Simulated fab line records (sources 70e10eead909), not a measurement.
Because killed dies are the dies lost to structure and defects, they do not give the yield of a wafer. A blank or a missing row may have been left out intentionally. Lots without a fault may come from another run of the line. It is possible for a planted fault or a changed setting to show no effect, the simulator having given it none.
Chamber matching ; flow nand harc ; 4 sister chambers for NHARC_A_CHANNEL_HOLE_D2_ETCH_44 on rie diel-04
The step etches the open film in CF4/O2, target depth 140 nm, overetch 14 nm, time 77 s. 27 wafers are shown with their chamber, then 12 later ones without.

## WAFERS PAIRED WITH THEIR CHAMBERS
wafer;chamber;drypump motor current A (A);showerhead plenum p Torr (Torr);oes product au (a.u.)
L074.2;3;6.2;1.39;1.003
L074.3;1;5.3;1.41;1.013
L074.5;2;5.2;1.43;1.009
L075.2;0;6.3;1.41;1.008
L075.3;2;5.2;1.43;1.019
L075.5;1;5.4;1.41;1.006
L077.2;3;6.1;1.39;1.002
L077.4;0;6.3;1.41;0.995
L077.6;1;5.4;1.41;1.000
L082.2;1;5.3;1.41;1.003
L082.4;3;6.1;1.39;1.003
L082.5;0;6.3;1.41;1.013
L084.3;3;6.1;1.39;0.999
L084.4;0;6.3;1.40;1.011
L084.6;2;5.2;1.43;0.997
L083.2;0;6.3;1.40;1.011
L083.3;1;5.3;1.41;1.015
L083.4;2;5.2;1.43;1.002
L085.2;0;6.3;1.40;1.009
L085.3;2;5.2;1.43;0.996
L085.5;1;5.3;1.41;1.007
L090.4;1;5.4;1.41;0.997
L090.5;3;6.2;1.39;0.992
L090.6;2;5.2;1.43;1.001
L091.3;0;6.3;1.40;1.018
L091.4;1;5.3;1.41;1.005
L091.5;2;5.2;1.43;1.002

SIGNATURES (averages over the wafers above)
reading;chamber 0;chamber 1;chamber 2;chamber 3;scatter within a chamber
drypump motor current A;6.300;5.338;5.200;6.140;0.0366
showerhead plenum p Torr;1.4043;1.4100;1.4300;1.3900;0.00273
oes product au;1.00929;1.00575;1.00371;0.99980;0.00668
Rule: a wafer lies at a distance from a chamber equal to the root of the sum of squares, over the readings, of (its reading less the chamber's mean, divided by the reading's scatter). If the next closest chamber is less than 2 further off than the closest, the wafer can't be placed; otherwise it belongs to the closest. The scatter is the square root of a quotient: the sum, over the shown wafers, of each reading's squared deviation from its chamber's mean, divided by wafers minus chambers.

## WAFERS WITHOUT THEIR CHAMBER
wafer;drypump motor current A (A);showerhead plenum p Torr (Torr);oes product au (a.u.)
L092.3;6.3;1.40;1.011
L092.4;6.1;1.39;0.990
L092.5;6.3;1.40;1.005
L094.1;6.3;1.40;1.019
L094.3;5.2;1.43;1.007
L094.6;5.2;1.43;1.012
L096.2;6.2;1.39;0.988
L096.4;5.2;1.43;1.001
L096.5;6.3;1.40;1.015
L097.1;5.3;1.41;1.011
L097.3;5.2;1.43;1.007
L097.5;5.2;1.43;1.007

## WHICH CHAMBER EACH ONE RAN IN
wafer;from the rows above;in truth
L092.3;0;0
L092.4;3;3
L092.5;0;0
L094.1;0;0
L094.3;2;2
L094.6;2;2
L096.2;3;3
L096.4;2;2
L096.5;0;0
L097.1;1;1
L097.3;2;2
L097.5;2;2
Placed correctly: 12 of 12. Left unplaced by these rows: 0. 0 placed wrongly.
